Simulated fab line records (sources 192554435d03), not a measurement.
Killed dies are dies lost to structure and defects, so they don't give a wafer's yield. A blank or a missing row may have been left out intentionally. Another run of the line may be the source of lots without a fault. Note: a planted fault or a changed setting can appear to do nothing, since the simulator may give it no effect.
fab line records	flow n5Finfet
record lots=7	wafers=21
route steps=1938 shown BEOL_M9@1408 BEOL_M10@1495 BEOL_M11@1573
startH: the number of hours between the record's first day and the start of the first shown wafer of the lot	waitH: hours from the lot's prior step to this one	" the same as in the row above	L1.1+2: a row that stands for several wafers	- either no value or no given start	* or withheld: withheld	< > ~ a bound
route shown NAME@n: NAME is a module with steps in the file, n the number in the route of the first one	usual: mean/standard deviation of fault-free wafers	same: alike in all rows	chamber/n: place in a boat	sites: readings site by site	_std_site: standard deviation of those values	_edge_site: the outer-site mean with the inner-site mean subtracted	radiusMm: for every site, how far away it sits from the centre of the wafer	mask NAME#n: copy n	behind: tool/chamber where the wafer was last shaped	hold: why the lot was held/for how many hours/how that ended	device: names the non-switching transistor (n, p or np)	end of line: the tests these same wafers got at the end of their route	for a step that has no rows: nothing shown but its recipe	killed: not the wafer's yield, but the dies lost to structure and defects at the first sort	map: shows each die of a wafer: x if killed, . if not, _ if none is there
set.NAME: the run value of the setting; set.NAME@STEP: its run value at that earlier step	model.NAME: the simulator's own value behind a step, which no gauge read
lots whose settings were changed on purpose; a table a step, a row a wafer
## steps
# step N5_BEOL_M9_COAT_05
# recipe resist=CAR-ArF	spinRpm=1500	resistThkNm=90
lot.wafer	tool	chamber	startH	waitH	set.spinRpm	model.CAR-ArF_of_BEOL_M9_COAT_05.thkNm
L076.2+3	lithoTrack-04	0	-	-	1500	89.6
L076.6	"	0	"	"	1500	89.8
L084.1	lithoTrack-03	0	-	-	1500	90.6
L084.5	"	0	"	"	1618	87
L084.6	"	0	"	"	1618	86.8
L088.1+4	lithoTrack-04	0	-	-	1500	90.2
L088.5	"	0	"	"	1500	89.8
L089.2+5	lithoTrack-01	0	-	-	1500	89.8
L089.6	"	0	"	"	1500	90.2
L090.3	lithoTrack-04	0	-	-	1655	85.4
L090.5	"	0	"	"	1500	89.8
L090.6	"	0	"	"	1500	90
L093.2+5	lithoTrack-03	0	-	-	1591	87.8
L093.4	"	0	"	"	1500	90.2
L094.2+4	lithoTrack-04	0	-	-	1500	90.2
L094.6	"	0	"	"	1500	90.6
# step N5_BEOL_M9_EXPOSE_08
# recipe maskId=M9	na=1.35	sourceShape=dipole	sigmaInner=0.411	sigmaOuter=0.611	polarization=te	doseMj=53.75
lot.wafer	tool	chamber	startH	waitH	mask	set.doseMj
L076.2+3+6	arfiScanner-03	0	214.13	-	M9#0	53.75
L084.1+5	arfiScanner-01	0	284.84	-	M9#0	55.83
L084.6	"	0	"	"	M9#0	53.75
L088.1	arfiScanner-03	0	298.10	-	M9#0	53.75
L088.4+5	"	0	"	"	M9#0	57.78
L089.2+5+6	arfiScanner-02	0	307.23	-	M9#0	53.75
L090.3+5+6	arfiScanner-02	0	315.55	-	M9#0	53.75
L093.2	arfiScanner-01	0	329.48	-	M9#0	53.75
L093.4+5	"	0	"	"	M9#0	55.61
L094.2+4	arfiScanner-01	0	329.78	-	M9#0	53.75
L094.6	"	0	"	"	M9#0	56.77
# step N5_BEOL_M9_PEB_09
# recipe pebTempC=withheld	pebTimeS=60	resist=CAR-ArF
# step N5_BEOL_M9_DEVELOP_10
# recipe developTimeS=30	developer=TMAH	resist=CAR-ArF	rinseLiquid=diw	dry=airSpin	devTempC=23
# step N5_BEOL_M9_CD_MEAS_11
# recipe targetCdNm=64.1	landingEnergyEv=500	detector=seInlens	polarity=opening
# usual cdNm=64.3/0.61
lot.wafer	tool	chamber	startH	waitH	set.doseMj@BEOL_M9_EXPOSE_08	cdNm
L076.2	cdSem-01	0	214.25	-	53.75	64.6
L076.3	"	0	"	"	53.75	65.5
L076.6	"	0	"	"	53.75	64.3
L084.1	cdSem-03	0	284.96	-	55.83	66.5
L084.5	"	0	"	"	55.83	67.5
L084.6	"	0	"	"	53.75	64.9
L088.1	cdSem-02	0	298.23	-	53.75	64.0
L088.4	"	0	"	"	57.78	68.1
L088.5	"	0	"	"	57.78	67.4
L089.2	cdSem-01	0	307.35	-	53.75	63.9
L089.5	"	0	"	"	53.75	63.2
L089.6	"	0	"	"	53.75	62.8
L090.3	cdSem-02	0	315.67	-	53.75	64.3
L090.5	"	0	"	"	53.75	64.7
L090.6	"	0	"	"	53.75	64.6
L093.2	cdSem-02	0	329.60	-	53.75	64.4
L093.4	"	0	"	"	55.61	66.1
L093.5	"	0	"	"	55.61	66.0
L094.2	cdSem-01	0	329.90	-	53.75	63.3
L094.4	"	0	"	"	53.75	63.2
L094.6	"	0	"	"	56.77	66.4
# step N5_BEOL_M9_DESCUM_16
# recipe chemistry=O2	timeS=7.9	sourcePowerW=50	biasPowerW=20	pressureMtorr=20	rfFrequencyHz=2.712e+07	tempC=40	resist=CAR-ArF	o2FlowSccm=225
# step N5_BEOL_M9_ETCH_61
# recipe chemistry=CF4	target=SiARC	targetDepthA=390	maskMaterial=CAR-ArF	timeS=65	ionEnergyEv=80	pressureMtorr=40	sourceW=545	biasW=36	Ar_flow_sccm=100	cf4FlowSccm=100	ends=cleared
lot.wafer	tool	chamber	startH	waitH	set.spinRpm@BEOL_M9_COAT_05	model.CAR-ArF_of_BEOL_M9_COAT_05.thkNm
L076.2+3	rieDiel-03	2,0	214.37	0.0	1500	55
L076.6	"	3	"	"	1500	55.2
L084.1	rieDiel-03	2	285.23	0.0	1500	56
L084.5+6	"	0,1	"	"	1618	52.6
L088.1	rieDiel-04	0	299.03	0.0	1500	55.8
L088.4	"	1	"	"	1500	55.6
L088.5	"	2	"	"	1500	55.4
L089.2+5	rieDiel-03	1,2	307.47	0.0	1500	55.4
L089.6	"	3	"	"	1500	55.8
L090.3	rieDiel-03	0	316.08	0.0	1655	51
L090.5+6	"	3,0	"	"	1500	55.6
L093.2+5	rieDiel-03	1,3	329.86	0.0	1591	53.4
L093.4	"	3	"	"	1500	55.8
L094.2+4	rieDiel-03	3,0	330.11	0.0	1500	55.6
L094.6	"	0	"	"	1500	56
# step N5_BEOL_M9_ETCH_62
# recipe chemistry=N2/H2	target=SOC	targetDepthA=1100	overetchA=220	maskMaterial=SiARC	tempC=40	timeS=165	ionEnergyEv=200	pressureMtorr=30	sourceW=840	biasW=150	n2FlowSccm=200	h2FlowSccm=200
# step N5_BEOL_M9_STRIP_68
# recipe chemistry=N2/H2	tempC=40	n2FlowSccm=200	h2FlowSccm=200	rfFrequencyHz=6e+07
# step N5_BEOL_M9_HM_OPEN_17
# recipe chemistry=Cl2/BCl3	targetDepthA=200	overetchA=60	target=TiN	maskMaterial=SOC	ionEnergyEv=150	pressureMtorr=10	icpW=1000	biasW=126	Cl2_flow_sccm=53.25	bcl3FlowSccm=21.75	Ar_flow_sccm=25
# step N5_BEOL_M9_STRIP_19
# recipe chemistry=O2	powerW=400	tempC=40	pressureMtorr=30	rfFrequencyHz=6e+07	biasPowerW=0	overashFraction=0.2	o2FlowSccm=225
# step N5_BEOL_M9_CD_MEAS_18
# recipe pitchNm=140	targetCdNm=70
# usual cdNm=70.2/0.75
lot.wafer	tool	chamber	startH	waitH	set.doseMj@BEOL_M9_EXPOSE_08	cdNm
L076.2	cdSem-02	-	214.79	0.1	53.75	70.9
L076.3	"	-	"	"	53.75	71.5
L076.6	"	-	"	"	53.75	69.6
L084.1	cdSem-01	-	285.68	0.0	55.83	72.0
L084.5	"	-	"	"	55.83	72.8
L084.6	"	-	"	"	53.75	70.8
L088.1	cdSem-02	-	299.65	0.0	53.75	70.2
L088.4	"	-	"	"	57.78	74.4
L088.5	"	-	"	"	57.78	74.1
L089.2	cdSem-01	-	307.98	0.1	53.75	69.5
L089.5	"	-	"	"	53.75	69.1
L089.6	"	-	"	"	53.75	68.0
L090.3	cdSem-01	-	316.65	0.1	53.75	69.3
L090.5	"	-	"	"	53.75	70.0
L090.6	"	-	"	"	53.75	70.0
L093.2	cdSem-01	-	330.33	0.1	53.75	70.6
L093.4	"	-	"	"	55.61	71.4
L093.5	"	-	"	"	55.61	70.7
L094.2	cdSem-01	-	330.66	0.1	53.75	68.7
L094.4	"	-	"	"	53.75	68.9
L094.6	"	-	"	"	56.77	72.0
# step N5_BEOL_M9_COAT_63
# recipe resist=SOC	tempC=250	timeS=60	spinRpm=1500	resistThkNm=60
# step N5_BEOL_M9_COAT_64
# recipe resist=SiARC	tempC=220	timeS=60	spinRpm=1500	resistThkNm=12
# step N5_BEOL_M9_PRECLEAN_42
# recipe chemistry=residueRemover	timeS=60	tempC=40
# step N5_BEOL_M9_SRD_43
# recipe timeS=30	tempC=23	rinseLiquid=diw	dry=ipaMarangoni
# step N5_BEOL_M9_CD_MEAS_35
# recipe targetCdNm=70	targetCdYNm=40	polarity=opening
# usual cdNm=70.1/0.71
lot.wafer	tool	chamber	startH	waitH	set.doseMj@BEOL_M9_EXPOSE_08	cdNm
L076.2	cdSem-03	-	221.62	0.0	53.75	70.5
L076.3	"	-	"	"	53.75	71.2
L076.6	"	-	"	"	53.75	69.2
L084.1	cdSem-03	-	287.67	0.0	55.83	72.2
L084.5	"	-	"	"	55.83	72.6
L084.6	"	-	"	"	53.75	70.5
L088.1	cdSem-01	-	301.83	0.0	53.75	70.3
L088.4	"	-	"	"	57.78	74.6
L088.5	"	-	"	"	57.78	74.3
L089.2	cdSem-01	-	309.93	0.0	53.75	69.3
L089.5	"	-	"	"	53.75	69.0
L089.6	"	-	"	"	53.75	67.8
L090.3	cdSem-01	-	319.42	0.0	53.75	68.9
L090.5	"	-	"	"	53.75	70.0
L090.6	"	-	"	"	53.75	70.3
L093.2	cdSem-03	-	331.68	0.0	53.75	71.0
L093.4	"	-	"	"	55.61	71.5
L093.5	"	-	"	"	55.61	70.9
L094.2	cdSem-03	-	335.22	0.0	53.75	68.6
L094.4	"	-	"	"	53.75	69.2
L094.6	"	-	"	"	56.77	72.3
# step N5_BEOL_M10_COAT_64
# recipe resist=SiARC	tempC=220	timeS=60	spinRpm=1500	resistThkNm=30
lot.wafer	tool	chamber	startH	waitH	set.spinRpm	model.SiARC_of_BEOL_M10_COAT_64.thkNm
L076.2+3+6	lithoTrack-02	0	-	-	1500	30
L084.1+5	lithoTrack-01	0	-	-	1662	28.4
L084.6	"	0	"	"	1500	30
L088.1+5	lithoTrack-05	0	-	-	1614	29
L088.4	"	0	"	"	1500	30
L089.2+5	lithoTrack-05	0	-	-	1500	30
L089.6	"	0	"	"	1500	30.2
L090.3	lithoTrack-01	0	-	-	1500	30
L090.5+6	"	0	"	"	1500	29.8
L093.2+4+5	lithoTrack-01	0	-	-	1500	30
L094.2+4+6	lithoTrack-02	0	-	-	1500	30
# step N5_BEOL_M10_PEB_26
# recipe pebTempC=withheld	pebTimeS=60	resist=CAR-ArF
lot.wafer	tool	chamber	startH	waitH	set.pebTimeS
L076.2	lithoTrack-05	0	227.87	0.1	49.74
L076.3+6	"	0	"	"	60
L084.1+6	lithoTrack-01	0	293.67	0.1	47.43
L084.5	"	0	"	"	60
L088.1+5	lithoTrack-05	0	309.09	0.1	71.61
L088.4	"	0	"	"	60
L089.2+5+6	lithoTrack-02	0	315.00	0.1	60
L090.3+5+6	lithoTrack-05	0	327.51	0.0	60
L093.2	lithoTrack-05	0	340.56	0.1	60
L093.4+5	"	0	"	"	49.63
L094.2+6	lithoTrack-02	0	342.77	0.1	60
L094.4	"	0	"	"	68.6
# step N5_BEOL_M10_DEVELOP_27
# recipe developTimeS=30	developer=TMAH	resist=CAR-ArF	rinseLiquid=diw	dry=airSpin	devTempC=23
# step N5_BEOL_M10_CD_MEAS_28
# recipe targetCdNm=70	landingEnergyEv=500	detector=seInlens	polarity=opening
# usual cdNm=70.2/1
lot.wafer	tool	chamber	startH	waitH	set.pebTimeS@BEOL_M10_PEB_26	cdNm
L076.2	cdSem-01	0	227.94	-	49.74	60.9
L076.3	"	0	"	"	60	70.4
L076.6	"	0	"	"	60	70.1
L084.1	cdSem-02	0	293.74	-	47.43	58.4
L084.5	"	0	"	"	60	69.9
L084.6	"	0	"	"	47.43	58.9
L088.1	cdSem-01	0	309.16	-	71.61	77.3
L088.4	"	0	"	"	60	72.1
L088.5	"	0	"	"	71.61	78.2
L089.2	cdSem-02	0	315.07	-	60	69.4
L089.5	"	0	"	"	60	69.6
L089.6	"	0	"	"	60	70.7
L090.3	cdSem-01	0	327.58	-	60	71.6
L090.5	"	0	"	"	60	72.7
L090.6	"	0	"	"	60	71.4
L093.2	cdSem-03	0	340.62	-	60	70.0
L093.4	"	0	"	"	49.63	60.0
L093.5	"	0	"	"	49.63	60.5
L094.2	cdSem-01	0	342.84	-	60	71.6
L094.4	"	0	"	"	68.6	75.6
L094.6	"	0	"	"	60	69.3
# step N5_BEOL_M10_DESCUM_33
# recipe chemistry=O2	timeS=7.9	sourcePowerW=50	biasPowerW=20	pressureMtorr=20	rfFrequencyHz=2.712e+07	tempC=40	resist=CAR-ArF	o2FlowSccm=225
# step N5_BEOL_M10_ETCH_65
# recipe chemistry=CF4	target=SiARC	targetDepthA=390	maskMaterial=CAR-ArF	timeS=65	ionEnergyEv=80	pressureMtorr=40	sourceW=545	biasW=36	Ar_flow_sccm=100	cf4FlowSccm=100	ends=cleared
lot.wafer	tool	chamber	startH	waitH	set.spinRpm@BEOL_M10_COAT_64	model.etch.depthNm	model.CAR-ArF_of_BEOL_M10_COAT_22.thkNm
L076.2	rieDiel-02	2	228.06	0.0	1500	29.94	55.8
L076.3	"	1	"	"	1500	29.96	55.8
L076.6	"	0	"	"	1500	29.93	55.8
L084.1	rieDiel-05	3	294.19	0.0	1662	28.47	57
L084.5	"	3	"	"	1662	28.43	56.8
L084.6	"	2	"	"	1500	29.91	55.4
L088.1	rieDiel-02	3	309.90	0.0	1614	29.03	56.4
L088.4	"	0	"	"	1500	29.99	55.6
L088.5	"	3	"	"	1614	29.01	56.8
L089.2	rieDiel-02	0	315.27	0.0	1500	30.01	55.4
L089.5	"	1	"	"	1500	30.1	55.2
L089.6	"	0	"	"	1500	30.12	55.6
L090.3	rieDiel-05	2	327.70	0.0	1500	29.93	55.6
L090.5	"	3	"	"	1500	29.89	56.2
L090.6	"	2	"	"	1500	29.9	55.8
L093.2	rieDiel-01	3	341.11	0.0	1500	29.9	55.4
L093.4	"	3	"	"	1500	29.96	55.4
L093.5	"	1	"	"	1500	29.99	55.8
L094.2	rieDiel-02	0	343.48	0.0	1500	29.93	56
L094.4	"	0	"	"	1500	30.02	55.4
L094.6	"	3	"	"	1500	30.03	55.4
# step N5_BEOL_M10_ETCH_66
# recipe chemistry=N2/H2	target=SOC	targetDepthA=1200	overetchA=240	maskMaterial=SiARC	tempC=40	timeS=180	ionEnergyEv=200	pressureMtorr=30	sourceW=840	biasW=150	n2FlowSccm=200	h2FlowSccm=200
lot.wafer	tool	chamber	startH	waitH	set.spinRpm@BEOL_M10_COAT_64	model.SiARC_of_BEOL_M10_COAT_64.thkNm
L076.2	rieDiel-02	2	228.11	0.0	1500	22.8
L076.3+6	"	1,0	"	"	1500	22.6
L084.1	rieDiel-05	3	294.24	0.0	1662	21.4
L084.5	"	3	"	"	1662	21.2
L084.6	"	2	"	"	1500	23
L088.1+5	rieDiel-02	2	309.95	0.0	1614	22
L088.4	"	1	"	"	1500	22.6
L089.2+5+6	rieDiel-02	0,1,0	315.32	0.0	1500	22.6
L090.3+6	rieDiel-05	2	327.75	0.0	1500	22.8
L090.5	"	3	"	"	1500	22.6
L093.2+4	rieDiel-01	3	341.16	0.0	1500	22.2
L093.5	"	1	"	"	1500	22.8
L094.2	rieDiel-02	0	343.53	0.0	1500	22.4
L094.4	"	0	"	"	1500	22.6
L094.6	"	3	"	"	1500	22.8
# step N5_BEOL_M11_ETCH_66
# recipe chemistry=N2/H2	target=SOC	targetDepthA=1200	overetchA=240	maskMaterial=SiARC	tempC=40	timeS=180	ionEnergyEv=200	pressureMtorr=30	sourceW=840	biasW=150	n2FlowSccm=200	h2FlowSccm=200
lot.wafer	tool	chamber	startH	waitH	set.timeS	model.SiARC_of_BEOL_M11_COAT_64.thkNm
L076.2+6	rieDiel-03	2	235.39	0.0	180	22.8
L076.3	"	1	"	"	194.6	22
L084.1	rieDiel-04	2	301.28	0.0	191.3	22.4
L084.5	"	3	"	"	180	22.6
L084.6	"	0	"	"	180	22.4
L088.1	rieDiel-04	3	319.57	0.0	180	22.4
L088.4	"	0	"	"	180	22.2
L088.5	"	1	"	"	148.6	23.6
L089.2+6	rieDiel-03	0,3	324.21	0.0	180	22.8
L089.5	"	2	"	"	180	22.6
L090.3	rieDiel-03	2	334.24	0.0	180	22.8
L090.5	"	3	"	"	180	23
L090.6	"	0	"	"	166.4	23.6
L093.2+4	rieDiel-03	3,0	347.94	0.0	180	23
L093.5	"	3	"	"	140.4	24.6
L094.2+6	rieDiel-03	0	352.05	0.0	145.4	24.4
L094.4	"	2	"	"	145.4	24.2
# step N5_BEOL_M11_TRENCH_ETCH_37
# recipe chemistry=C4F6/O2	targetDepthA=1488.3	target=SiCOH_lowk	timeS=48	ionEnergyEv=250	pressureMtorr=30	sourceW=345	biasW=185	Ar_flow_sccm=300	C4F6_flow_sccm=10	O2_flow_sccm=10
# usual rfVppV=665/11
lot.wafer	tool	chamber	startH	waitH	set.biasW	rfVppV	model.etch.depthNm	model.BEOL_M11.featureDepthNm
L076.2	rieDiel-03	2	-	-	185	670	145.3	145.4
L076.3	"	1	"	"	185	685	147.6	147.6
L076.6	"	2	"	"	159.8	597	138.7	138.8
L084.1	rieDiel-04	2	-	-	163	587	140.5	140.4
L084.5	"	3	"	"	163	593	144	144
L084.6	"	0	"	"	185	683	148.7	148.6
L088.1	rieDiel-04	3	-	-	154.2	566	141.4	141.4
L088.4	"	0	"	"	185	687	149.8	149.8
L088.5	"	1	"	"	185	665	149.6	149.6
L089.2	rieDiel-03	0	-	-	185	659	146.5	146.4
L089.5	"	2	"	"	185	668	146.1	146
L089.6	"	3	"	"	185	657	144.7	144.8
L090.3	rieDiel-03	2	-	-	207.4	731	151.4	151.4
L090.5	"	3	"	"	185	658	148.4	148.4
L090.6	"	0	"	"	207.4	723	152.8	152.8
L093.2	rieDiel-03	3	-	-	162.3	592	140.1	140.2
L093.4	"	0	"	"	185	659	145.5	145.6
L093.5	"	3	"	"	162.3	592	140.1	140.2
L094.2	rieDiel-03	0	-	-	194	684	147.7	147.8
L094.4	"	2	"	"	194	694	147.9	148
L094.6	"	0	"	"	185	661	145.4	145.4
# step N5_BEOL_M11_ETCH_41
# recipe chemistry=CH3F/O2	target=SiCN	targetDepthA=426	taperDeg=2	timeS=86	ionEnergyEv=120	maskMaterial=TiN	pressureMtorr=30	sourceW=395	biasW=75	Ar_flow_sccm=150	CH3F_flow_sccm=30	O2_flow_sccm=20
# step N5_BEOL_M11_STRIP_77
# recipe chemistry=N2/H2	timeS=10	powerW=450	tempC=40	pressureMtorr=20	rfFrequencyHz=6e+07	biasPowerW=7	n2FlowSccm=200	h2FlowSccm=200
# step N5_BEOL_M11_OCD_MEAS_38
# usual trenchDepthNm=147.3/2.1
lot.wafer	tool	chamber	startH	waitH	set.biasW@BEOL_M11_TRENCH_ETCH_37	trenchDepthNm
L076.2	ocd-01	-	235.80	-	185	145.6
L076.3	"	-	"	"	185	147.7
L076.6	"	-	"	"	159.8	138.4
L084.1	ocd-02	-	301.69	-	163	141.0
L084.5	"	-	"	"	163	143.9
L084.6	"	-	"	"	185	148.9
L088.1	ocd-01	-	319.98	-	154.2	141.4
L088.4	"	-	"	"	185	150.0
L088.5	"	-	"	"	185	149.9
L089.2	ocd-01	-	324.62	-	185	146.2
L089.5	"	-	"	"	185	146.6
L089.6	"	-	"	"	185	144.3
L090.3	ocd-02	-	334.65	-	207.4	151.4
L090.5	"	-	"	"	185	148.3
L090.6	"	-	"	"	207.4	152.7
L093.2	ocd-01	-	348.35	-	162.3	140.0
L093.4	"	-	"	"	185	146.0
L093.5	"	-	"	"	162.3	140.5
L094.2	ocd-02	-	352.46	-	194	147.5
L094.4	"	-	"	"	194	147.7
L094.6	"	-	"	"	185	145.7
# step N5_BEOL_M11_CMP_52
# recipe stopOn=SiCOH_lowk	tOverpolishS=7	downForcePsi=1	platenRpm=50	clearingPlatenDownForcePsi=1.5	clearingPlatenRpm=50	postCmpClean=cuAlkaline	targetThkNm=140	clearingPlatenPadVelocityMS=0.99484	padVelocityMS=0.99484
lot.wafer	tool	chamber	startH	waitH	set.platenRpm	set.biasW@BEOL_M11_TRENCH_ETCH_37	model.Cu_of_BEOL_M11_ECD_50.thkNm
L076.2	cmp-01	0	237.82	0.3	50.56	185	135.4
L076.3	"	1	"	"	50	185	139.6
L076.6	"	2	"	"	50	159.8	130
L084.1	cmp-04	1	304.18	0.3	50	163	128.6
L084.5	"	0	"	"	50	163	134.4
L084.6	"	1	"	"	50	185	137.6
L088.1	cmp-03	1	322.90	0.3	50	154.2	131.6
L088.4	"	2	"	"	50	185	142
L088.5	"	0	"	"	50	185	140
L089.2	cmp-03	0	326.83	0.3	50	185	137
L089.6	"	1	"	"	50	185	134.8
L089.5	"	2	"	"	50	185	137.6
L090.3	cmp-04	0	338.07	0.2	51.34	207.4	143.4
L090.5	"	3	"	"	50	185	139.8
L090.6	"	0	"	"	51.34	207.4	143.8
L093.2	cmp-01	1	350.49	0.3	50	162.3	133
L093.4	"	2	"	"	48.76	185	138.6
L093.5	"	0	"	"	48.76	162.3	131.8
L094.4	cmp-04	0	354.69	0.1	50	194	139.4
L094.2	"	1	"	"	50	194	136.2
L094.6	"	1	"	"	50	185	135.2
## key
split step=N5_BEOL_M9_COAT_05	setting=spinRpm	stated=1500	by=wafer
response step=N5_BEOL_M9_COAT_05	reading=model.CAR-ArF_of_BEOL_M9_COAT_05.thkNm	change=-0.439	per=1%	r=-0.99
response step=N5_BEOL_M9_ETCH_61	reading=model.CAR-ArF_of_BEOL_M9_COAT_05.thkNm	change=-0.432	per=1%	r=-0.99
split step=N5_BEOL_M9_EXPOSE_08	setting=doseMj	stated=53.75	by=wafer
response step=N5_BEOL_M9_CD_MEAS_11	reading=cdNm	change=+0.515	per=1%	r=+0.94
response step=N5_BEOL_M9_CD_MEAS_18	reading=cdNm	change=+0.486	per=1%	r=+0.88
response step=N5_BEOL_M9_CD_MEAS_35	reading=cdNm	change=+0.51	per=1%	r=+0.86
split step=N5_BEOL_M10_COAT_64	setting=spinRpm	stated=1500	by=wafer
response step=N5_BEOL_M10_COAT_64	reading=model.SiARC_of_BEOL_M10_COAT_64.thkNm	change=-0.143	per=1%	r=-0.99
response step=N5_BEOL_M10_ETCH_65	reading=model.etch.depthNm	change=-0.133	per=1%	r=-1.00
response step=N5_BEOL_M10_ETCH_65	reading=model.CAR-ArF_of_BEOL_M10_COAT_22.thkNm	change=+0.136	per=1%	r=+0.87
response step=N5_BEOL_M10_ETCH_66	reading=model.SiARC_of_BEOL_M10_COAT_64.thkNm	change=-0.131	per=1%	r=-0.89
split step=N5_BEOL_M10_PEB_26	setting=pebTimeS	stated=60	by=wafer
response step=N5_BEOL_M10_CD_MEAS_28	reading=cdNm	change=+0.465	per=1%	r=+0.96
split step=N5_BEOL_M11_ETCH_66	setting=timeS	stated=180	by=wafer
response step=N5_BEOL_M11_ETCH_66	reading=model.SiARC_of_BEOL_M11_COAT_64.thkNm	change=-0.0739	per=1%	r=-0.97
split step=N5_BEOL_M11_TRENCH_ETCH_37	setting=biasW	stated=185	by=wafer
response step=N5_BEOL_M11_TRENCH_ETCH_37	reading=rfVppV	change=+6.31	per=1%	r=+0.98
response step=N5_BEOL_M11_TRENCH_ETCH_37	reading=model.etch.depthNm	change=+0.48	per=1%	r=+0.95
response step=N5_BEOL_M11_TRENCH_ETCH_37	reading=model.BEOL_M11.featureDepthNm	change=+0.478	per=1%	r=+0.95
response step=N5_BEOL_M11_OCD_MEAS_38	reading=trenchDepthNm	change=+0.493	per=1%	r=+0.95
response step=N5_BEOL_M11_CMP_52	reading=model.Cu_of_BEOL_M11_ECD_50.thkNm	change=+0.504	per=1%	r=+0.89
split step=N5_BEOL_M11_CMP_52	setting=platenRpm	stated=50	by=wafer
response none clear
